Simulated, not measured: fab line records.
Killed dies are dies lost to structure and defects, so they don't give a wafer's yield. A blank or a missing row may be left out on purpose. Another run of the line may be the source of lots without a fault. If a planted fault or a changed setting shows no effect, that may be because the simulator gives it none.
Chamber matching | flow n5 finfet | 3 sister chambers for N5_BEOL_M2_ETCH_64 on rie diel-01
The step etches SOC in N2/H2, target depth 75 nm, overetch 22.5 nm, time 121.9 s. 3 wafers are shown with their chamber, then 6 later ones without.

WAFERS WITH THEIR CHAMBER
wafer  | chamber | drypump motor current A (A)
L658.5 | 2       | 5.9
L669.3 | 0       | 5.9
L671.5 | 3       | 5.3

WAFERS WITHOUT THEIR CHAMBER
wafer  | drypump motor current A (A)
L671.6 | 5.9
L672.2 | 5.9
L672.4 | 5.9
L672.6 | 5.9
L678.1 | 5.2
L678.2 | 5.9

THE CHAMBER EACH PASSED THROUGH
wafer  | from the rows above     | in truth
L671.6 | can't be placed: 0 or 2 | 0
L672.2 | can't be placed: 0 or 2 | 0
L672.4 | can't be placed: 0 or 2 | 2
L672.6 | can't be placed: 0 or 2 | 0
L678.1 | 3                       | 3
L678.2 | can't be placed: 0 or 2 | 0
Placed correctly: 1 of 6. Can't be placed from these rows: 5 (the true chamber is among the candidates in 5). Number placed wrongly: 0.
How it was worked out, from the rows above alone: a wafer's distance from a chamber is the root of the sum, over the readings, of the square of ((its reading less the chamber's mean) divided by the reading's scatter). If the next closest chamber is less than 2 further off than the closest, the wafer can't be placed; otherwise it belongs to the closest. Each chamber's mean is taken over the wafers shown for it. The scatter: with one shown wafer a chamber, the root of the mean of the squares of how far each hidden wafer lies from its nearest shown one.
